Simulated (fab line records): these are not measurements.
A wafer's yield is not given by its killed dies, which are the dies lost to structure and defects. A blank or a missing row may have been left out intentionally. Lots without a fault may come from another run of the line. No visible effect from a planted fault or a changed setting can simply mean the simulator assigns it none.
fab line records	flow n5_finfet
[record] lots = 10	wafers = 29	last_day = 18
route steps=1938 shown BEOL_M3@996 BEOL_M4@1111 PASSIVATION@1936
lots that met no fault: taken from a fault-free run of the same line
start_h: hours from the record's first day to the start of the lot's first wafer shown	wait_h: hours since the lot's step before	" the same as in the row above	L1.1+2: a single row standing in for several wafers	- value missing, or start not given	* or withheld: withheld	< > ~ a bound
route shown NAME@n: a module of which the file shows steps, and the number in the route of the first	usual: the fault-free wafers' mean and standard deviation	same: alike in all rows	chamber/n: place in a boat	sites: per-site readings	_std_site: their standard deviation	_edge_site: inner sites' mean taken away from outer sites' mean	radius_mm: how far each site lies from the wafer's centre	mask NAME#n: copy n	behind: the tool/chamber that last shaped the wafer	hold: why the lot was held/for how many hours/how that ended	device: the transistor (n, p or np) that didn't switch	end of line: the tests these same wafers got at the end of their route	for a step that has no rows: nothing shown but its recipe	killed: the dies lost at the first sort to structure and to defects; this is not the yield of the wafer	map: the dies of a wafer, with x for killed, . for not killed, _ for no die there
set.NAME: setting as actually run; set.NAME@STEP: the setting as run at that earlier step	model.NAME: the simulator's own value behind a step, which no gauge read
steps of the route over a sample of lots; a table a step, a row a wafer
services: a tool's chamber out of use, with start hour (start_h, from the record's first day; less than 0 if before it), hours out, and reason
[[steps]]
[step N5_BEOL_M3_SPUTTER_79]
[recipe] material = Cu	target_thk_a = 45	temp_c = -20	chamber_pressure_pa = 0.07	power_w = withheld	time_s = 8.29
[usual] throttle_valve_pct = 30.5/0.66
lot.wafer	tool	chamber	start_h	wait_h	throttle_valve_pct
L646.1	pvd_sputter-03	-	178.04	0.1	30.8
L646.4	"	-	"	"	30.0
L646.6	"	-	"	"	30.2
L651.4	pvd_sputter-02	-	187.50	0.1	29.9
L651.5	"	-	"	"	29.8
L651.6	"	-	"	"	30.1
L653.1	pvd_sputter-03	-	209.08	0.1	30.0
L653.4	"	-	"	"	30.3
L653.5	"	-	"	"	29.6
L655.1	pvd_sputter-02	-	223.79	0.1	30.2
L655.4	"	-	"	"	31.1
L655.6	"	-	"	"	29.9
L654.1	pvd_sputter-01	-	242.71	0.1	31.5
L654.5	"	-	"	"	30.2
L654.6	"	-	"	"	31.7
L657.3	pvd_sputter-01	-	249.39	0.1	30.8
L657.4	"	-	"	"	31.6
L657.5	"	-	"	"	31.2
L659.4	pvd_sputter-02	-	252.94	0.1	29.8
L659.5	"	-	"	"	30.2
L659.6	"	-	"	"	30.3
L661.3	pvd_sputter-01	-	257.39	0.1	31.4
L661.4	"	-	"	"	31.8
L661.6	"	-	"	"	31.2
L664.5	pvd_sputter-01	-	288.48	0.0	31.4
L664.6	"	-	"	"	31.8
L668.2	pvd_sputter-01	-	329.61	0.1	31.5
L668.4	"	-	"	"	30.4
L668.6	"	-	"	"	31.0
[step N5_BEOL_M3_ANNEAL_82]
[recipe] temp_c = 400	time_s = 240	ambient = vacuum
[usual] heater_power_w = 826/48
lot.wafer	tool	chamber	start_h	wait_h	heater_power_w
L646.1	pvd_sputter-03	-	178.34	0.0	766
L646.4	"	-	"	"	791
L646.6	"	-	"	"	869
L651.4	pvd_sputter-02	-	187.80	0.0	812
L651.5	"	-	"	"	803
L651.6	"	-	"	"	912
L653.1	pvd_sputter-03	-	209.38	0.0	900
L653.4	"	-	"	"	805
L653.5	"	-	"	"	819
L655.1	pvd_sputter-02	-	224.09	0.0	891
L655.4	"	-	"	"	869
L655.6	"	-	"	"	881
L654.1	pvd_sputter-01	-	243.01	0.0	729
L654.5	"	-	"	"	817
L654.6	"	-	"	"	779
L657.3	pvd_sputter-01	-	249.69	0.0	835
L657.4	"	-	"	"	795
L657.5	"	-	"	"	723
L659.4	pvd_sputter-02	-	253.24	0.0	788
L659.5	"	-	"	"	894
L659.6	"	-	"	"	876
L661.3	pvd_sputter-01	-	257.69	0.0	738
L661.4	"	-	"	"	820
L661.6	"	-	"	"	821
L664.5	pvd_sputter-01	-	288.81	0.1	728
L664.6	"	-	"	"	808
L668.2	pvd_sputter-01	-	329.91	0.0	732
L668.4	"	-	"	"	848
L668.6	"	-	"	"	834
[step N5_BEOL_M3_SPUTTER_94]
[recipe] material = Cu	target_thk_a = 45	temp_c = -20	chamber_pressure_pa = 0.07	power_w = withheld	time_s = 8.29
[usual] throttle_valve_pct = 30.5/0.66
lot.wafer	tool	chamber	start_h	wait_h	throttle_valve_pct
L646.1	pvd_sputter-03	-	179.36	0.1	30.5
L646.4	"	-	"	"	30.1
L646.6	"	-	"	"	30.4
L651.4	pvd_sputter-02	-	188.82	0.1	29.6
L651.5	"	-	"	"	29.6
L651.6	"	-	"	"	30.1
L653.1	pvd_sputter-03	-	210.40	0.1	30.0
L653.4	"	-	"	"	30.5
L653.5	"	-	"	"	29.7
L655.1	pvd_sputter-02	-	225.11	0.1	30.4
L655.4	"	-	"	"	31.1
L655.6	"	-	"	"	30.2
L654.1	pvd_sputter-01	-	244.03	0.1	31.3
L654.5	"	-	"	"	30.3
L654.6	"	-	"	"	31.6
L657.3	pvd_sputter-01	-	250.71	0.1	30.6
L657.4	"	-	"	"	31.7
L657.5	"	-	"	"	31.3
L659.4	pvd_sputter-02	-	254.26	0.1	29.6
L659.5	"	-	"	"	30.1
L659.6	"	-	"	"	30.0
L661.3	pvd_sputter-01	-	258.71	0.1	31.6
L661.4	"	-	"	"	32.0
L661.6	"	-	"	"	31.0
L664.5	pvd_sputter-01	-	289.80	0.0	31.5
L664.6	"	-	"	"	31.7
L668.2	pvd_sputter-01	-	330.93	0.1	31.5
L668.4	"	-	"	"	30.4
L668.6	"	-	"	"	30.7
[step N5_BEOL_M3_CMP_52]
[recipe] stop_on = SiOC	t_overpolish_s = 6.8	down_force_psi = 1	platen_rpm = 50	clearing_platen_down_force_psi = 1.5	clearing_platen_rpm = 50	post_cmp_clean = cu_alkaline	target_thk_nm = 40	clearing_platen_pad_velocity_m_s = 0.99484	pad_velocity_m_s = 0.99484
[usual] barrier_field_endpoint_s = 24.8/0.47	motor_current_A = 5.8/0.6	overpolish_run_s = 6.799/0.0087	slurry_flow_ml_min = 150.0/0.47	time_to_endpoint_s = 63.4/2.1
lot.wafer	tool	chamber	start_h	wait_h	barrier_field_endpoint_s	motor_current_A	overpolish_run_s	slurry_flow_ml_min	time_to_endpoint_s
L646.4	cmp-02	3	180.08	0.1	25.5	6.5	6.800	150.0	66.1
L646.1	"	1	"	"	24.5	7.2	6.802	149.7	59.6
L646.6	"	3	"	"	25.5	6.4	6.802	150.7	64.5
L651.4	cmp-01	1	189.66	0.2	25.4	5.9	6.792	150.1	62.6
L651.6	"	2	"	"	25.6	4.7	6.784	149.2	66.4
L651.5	"	3	"	"	25.0	5.5	6.798	150.3	63.5
L653.4	cmp-04	3	211.29	0.2	24.9	5.8	6.804	150.2	62.2
L653.1	"	1	"	"	24.7	6.6	6.802	150.1	60.4
L653.5	"	3	"	"	25.3	6.4	6.809	149.8	64.6
L655.1	cmp-01	2	225.91	0.3	24.8	5.1	6.813	150.0	62.9
L655.4	"	3	"	"	25.0	5.7	6.795	150.4	61.8
L655.6	"	1	"	"	24.1	6.0	6.790	150.1	61.8
L654.1	cmp-04	1	244.89	0.3	24.6	6.6	6.803	151.2	65.4
L654.5	"	1	"	"	24.8	6.8	6.797	150.8	65.6
L654.6	"	2	"	"	24.4	5.6	6.801	149.7	62.5
L657.4	cmp-02	1	252.85	1.2	25.0	7.0	6.798	150.5	59.6
L657.3	"	3	"	"	24.6	6.6	6.803	149.9	62.2
L657.5	"	1	"	"	24.2	7.0	6.802	150.1	63.8
L659.4	cmp-01	0	255.33	0.5	24.8	5.7	6.804	150.8	64.7
L659.5	"	2	"	"	25.2	4.8	6.800	150.3	67.7
L659.6	"	3	"	"	24.4	5.6	6.789	150.3	66.7
L661.4	cmp-01	0	259.55	0.3	25.5	5.5	6.794	150.9	64.1
L661.3	"	2	"	"	24.9	5.0	6.788	150.3	64.8
L661.6	"	1	"	"	25.7	6.0	6.798	150.0	64.5
L664.6	cmp-01	2	290.73	0.3	13.9	5.2	6.785	149.5	37.2
L664.5	"	3	"	"	25.2	5.5	6.797	149.4	63.0
L668.4	cmp-01	0	331.64	0.1	25.3	5.8	6.787	149.5	62.4
L668.2	"	1	"	"	24.8	5.8	6.798	150.1	62.5
L668.6	"	1	"	"	14.0	5.7	6.790	150.3	34.0
[step N5_BEOL_M4_RC_MEAS_101]
[usual] DIBL_N = 36.6/1.1	DIBL_P = 36.8/1.6	IOFF_N = 0.169/0.024	IOFF_P = 0.206/0.028	ION_N = 679/9.2	ION_P = 462/7	SS_N = 71.6/0.57	SS_P = 73.3/0.57	VT_N = 248.8/2.4	VT_P = -251/3
lot.wafer	tool	chamber	start_h	wait_h	DIBL_N[mV/V]	DIBL_P[mV/V]	IOFF_N[nA/um]	IOFF_P[nA/um]	ION_N[uA/um]	ION_P[uA/um]	SS_N[mV/dec]	SS_P[mV/dec]	VT_N[mV]	VT_P[mV]
L646.1	prober-02	0	193.26	0.0	36.5	36.2	0.161	0.177	674	462	70.6	73.1	248.3	-256
L646.4	"	0	"	"	36.5	36.3	0.161	0.175	688	460	71.0	73.1	249.3	-255
L646.6	"	0	"	"	34.9	33.7	0.131	0.148	659	453	70.3	72.7	254.6	-258
L651.4	prober-02	0	222.92	0.5	36.6	38.2	0.165	0.221	691	468	71.3	72.3	248.0	-249
L651.5	"	0	"	"	35.6	36.9	0.140	0.201	668	465	71.5	72.2	250.8	-251
L651.6	"	0	"	"	38.0	39.2	0.183	0.234	683	473	72.2	73.5	250.1	-248
L653.1	prober-01	0	229.78	0.0	35.9	35.2	0.157	0.194	667	455	71.5	74.3	252.4	-250
L653.4	"	0	"	"	34.6	34.0	0.146	0.183	668	458	71.5	73.1	249.2	-252
L653.5	"	0	"	"	35.4	35.5	0.165	0.200	667	457	72.4	73.9	248.4	-252
L655.1	prober-01	0	245.23	0.0	36.7	35.7	0.153	0.236	683	475	71.3	72.6	246.7	-247
L655.4	"	0	"	"	35.7	33.7	0.143	0.199	683	467	71.4	72.7	246.6	-253
L655.6	"	0	"	"	38.2	38.3	0.195	0.275	688	480	71.7	73.3	245.8	-246
L654.1	prober-01	0	255.04	0.0	36.8	37.0	0.172	0.218	672	463	72.4	73.1	249.1	-250
L654.5	"	0	"	"	36.6	37.1	0.165	0.223	676	462	71.9	73.4	246.9	-251
L654.6	"	0	"	"	36.8	37.6	0.181	0.231	693	468	71.9	72.8	246.2	-251
L657.3	prober-01	0	264.19	0.3	36.8	36.2	0.164	0.212	688	469	71.3	73.0	247.4	-251
L657.4	"	0	"	"	38.2	37.8	0.193	0.240	694	473	71.7	74.0	246.7	-249
L657.5	"	0	"	"	36.5	35.4	0.152	0.204	671	458	71.6	73.1	248.8	-250
L659.4	prober-01	0	270.94	0.5	36.2	35.4	0.149	0.191	677	461	70.7	73.2	248.8	-249
L659.5	"	0	"	"	37.5	37.1	0.177	0.219	695	466	71.7	73.8	251.3	-248
L659.6	"	0	"	"	35.9	34.9	0.145	0.186	674	461	71.4	73.6	251.4	-253
L661.3	prober-02	0	278.14	0.3	35.7	36.9	0.147	0.177	676	460	71.2	73.3	253.7	-254
L661.4	"	0	"	"	34.5	35.6	0.123	0.160	658	450	70.6	73.3	254.6	-257
L661.6	"	0	"	"	37.8	39.1	0.188	0.206	668	453	71.7	73.9	247.8	-254
L664.5	prober-01	0	305.41	0.6	38.3	38.0	0.201	0.219	678	461	72.1	73.6	246.5	-249
L664.6	"	0	"	"	37.5	36.6	0.187	0.199	677	461	72.4	72.7	248.9	-250
L668.2	prober-02	0	345.26	0.2	36.8	37.4	0.157	0.196	682	465	71.2	73.6	246.8	-251
L668.4	"	0	"	"	36.5	37.5	0.155	0.204	679	466	71.1	73.1	249.0	-252
L668.6	"	0	"	"	36.8	36.6	0.149	0.186	683	461	71.4	73.7	248.1	-251
[step N5_PASSIVATION_PROBE_49]
[usual] defect_limited_yield = 91.1/1.5	killed_at_M0_to_M3 = 36/11	killed_at_M4_up = 14/5.6	killed_at_contacts = 11/5.6	killed_at_front_end = 40/12	killed_at_other = 4/3.2	killed_dies = 105/17	killed_open = 69/12	killed_short = 34/8.4	sort_bin_5_function = 5.2/0.95	sort_bin_6_memory = 3.3/0.63	sort_n_pass = 1075/17	sort_yield_pct = 91.1/1.5
[same] gross_dies = 1180	killed_at_back_side = 0	sort_bin_4_leakage[%] = 0	sort_bin_8_speed[%] = 0
lot.wafer	tool	chamber	start_h	wait_h	defect_limited_yield[%]	killed_at_M0_to_M3	killed_at_M4_up	killed_at_contacts	killed_at_front_end	killed_at_other	killed_dies	killed_open	killed_short	sort_bin_5_function[%]	sort_bin_6_memory[%]	sort_n_pass	sort_yield_pct[%]
L655.1	prober-02	-	357.41	0.0	93.1	33	11	3	33	1	81	51	27	4.0	2.5	1099	93.1
L655.4	prober-02	-	357.56	0.2	91.9	32	13	12	33	6	96	60	30	4.1	3.6	1084	91.9
L655.6	prober-02	-	357.66	0.3	91.4	36	8	16	40	1	101	70	31	5.4	3.0	1079	91.4
L654.1	prober-02	-	363.07	0.0	88.8	46	26	12	42	6	132	96	34	7.0	3.6	1048	88.8
L654.5	prober-02	-	363.27	0.2	92.2	34	23	7	23	5	92	64	27	4.9	2.8	1088	92.2
L654.6	prober-02	-	363.32	0.3	88.3	50	20	11	55	2	138	95	42	6.7	4.3	1042	88.3
L661.3	prober-02	-	380.28	0.1	93.2	26	11	8	28	7	80	56	19	4.0	2.1	1100	93.2
L661.4	prober-02	-	380.33	0.2	93.1	22	12	8	34	6	82	49	29	3.9	2.7	1098	93.1
L661.6	prober-02	-	380.43	0.3	93.1	35	5	9	31	2	82	47	33	3.9	2.9	1098	93.1
// killed by level:class
L655.1 BEOL_M0_SAQP:geometric_particle:open=10 FIN_SAQP:geometric_particle:open=7 BEOL_M0_SAQP:geometric_particle:short=7 FIN_SAQP:geometric_particle:short=6 BEOL_M2:geometric_particle:open=5 BEOL_M3:geometric_particle:open=5 STI_FIN_REVEAL:geometric_particle:open=4 BEOL_M4:geometric_particle:open=4
L655.4 BEOL_M0_SAQP:geometric_particle:short=9 BEOL_M3:geometric_particle:open=9 MOL_CONTACT_COAG:geometric_particle:open=8 DUMMY_GATE:geometric_particle:open=7 FIN_SAQP:geometric_particle:open=6 BEOL_M0_SAQP:geometric_particle:open=5 BEOL_M4:geometric_particle:open=5 MOL_CONTACT_COAG:geometric_particle:short=4
L655.6 FIN_SAQP:geometric_particle:short=14 MOL_CONTACT_COAG:geometric_particle:open=14 BEOL_M1:geometric_particle:open=10 STI_FIN_REVEAL:geometric_particle:open=9 FIN_SAQP:geometric_particle:open=7 BEOL_M0_SAQP:geometric_particle:open=7 BEOL_M3:geometric_particle:open=7 BEOL_M5:geometric_particle:open=4
L654.1 BEOL_M4:geometric_particle:open=15 BEOL_M0_SAQP:geometric_particle:open=12 MOL_CONTACT_COAG:geometric_particle:open=11 FIN_SAQP:geometric_particle:open=10 STI_FIN_REVEAL:geometric_particle:open=10 BEOL_M0_SAQP:geometric_particle:short=9 BEOL_M1:geometric_particle:open=8 BEOL_M3:geometric_particle:open=7
L654.5 BEOL_M4:geometric_particle:open=13 BEOL_M2:geometric_particle:open=8 MOL_CONTACT_COAG:geometric_particle:open=7 BEOL_M0_SAQP:geometric_particle:short=7 BEOL_M0_SAQP:geometric_particle:open=7 BEOL_M1:geometric_particle:open=7 FIN_SAQP:geometric_particle:open=5 FIN_SAQP:geometric_particle:short=3
L654.6 STI_FIN_REVEAL:geometric_particle:open=23 FIN_SAQP:geometric_particle:open=13 BEOL_M0_SAQP:geometric_particle:short=13 MOL_CONTACT_COAG:geometric_particle:open=9 BEOL_M4:geometric_particle:open=9 BEOL_M0_SAQP:geometric_particle:open=8 BEOL_M1:geometric_particle:open=6 BEOL_M3:geometric_particle:open=6
L661.3 STI_FIN_REVEAL:geometric_particle:open=12 MOL_CONTACT_COAG:geometric_particle:open=6 BEOL_M3:geometric_particle:open=6 DUMMY_GATE:geometric_particle:open=4 BEOL_M0_SAQP:geometric_particle:short=4 BEOL_M1:geometric_particle:open=4 BEOL_M2:geometric_particle:open=4 BEOL_M6:geometric_particle:open=4
L661.4 FIN_SAQP:geometric_particle:open=9 MOL_CONTACT_COAG:geometric_particle:open=7 BEOL_M0_SAQP:geometric_particle:short=6 BEOL_M0_SAQP:geometric_particle:open=5 STARTING-WAFER:geometric_particle:short=5 FIN_SAQP:geometric_particle:short=4 BEOL_M1:geometric_particle:open=4 BEOL_M4:geometric_particle:open=4
L661.6 BEOL_M0_SAQP:geometric_particle:short=12 BEOL_M0_SAQP:geometric_particle:open=9 MOL_CONTACT_COAG:geometric_particle:open=8 FIN_SAQP:geometric_particle:open=6 DUMMY_GATE:geometric_particle:open=6 BEOL_M3:geometric_particle:open=5 GATE_CUT:geometric_particle:short=4 BEOL_M2:geometric_particle:open=4
[[services]]
tool	chamber	start_h	hours	kind
pvd_sputter-03	-	164.50	2.8	repair
cmp-02	-	167.59	0.3	repair
cmp-04	-	216.84	2.2	repair
cmp-04	-	233.82	0.3	repair
cmp-01	-	240.51	0.3	repair
cmp-02	-	255.37	4.0	pm
cmp-04	-	264.04	5.4	repair
cmp-01	-	265.45	0.5	repair
pvd_sputter-02	-	295.39	5.2	repair
cmp-04	-	316.71	4.0	pm
cmp-04	-	320.71	-	consumable_replace:conditioner
cmp-04	-	320.71	-	consumable_replace:pad
[[key]]
[first_sign] step = N5_BEOL_M3_CMP_52	reading = barrier_field_endpoint_s	direction = down	sigmas = 23	usual = 24.8	struck = 13.9
[effect] step = N5_BEOL_M3_CMP_52	reading = time_to_endpoint_s	direction = down	sigmas = 13	usual = *	struck = *
met_at N5_BEOL_M3_CMP_52
struck_lots L664,L668
struck_wafers L664.6,L668.6
not_acting_at N5_BEOL_M3_SPUTTER_79,N5_BEOL_M3_ANNEAL_82,N5_BEOL_M3_SPUTTER_94
onset_between 259.55 290.73
[fault] kind = process_parameter_drift	tool = cmp-01	chamber = -	onset_h = 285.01	steps = N5_BEOL_M3_CMP_52	channel = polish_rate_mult	offset = 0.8	shape = step	end_h = 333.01	scope = struck_wafers_only
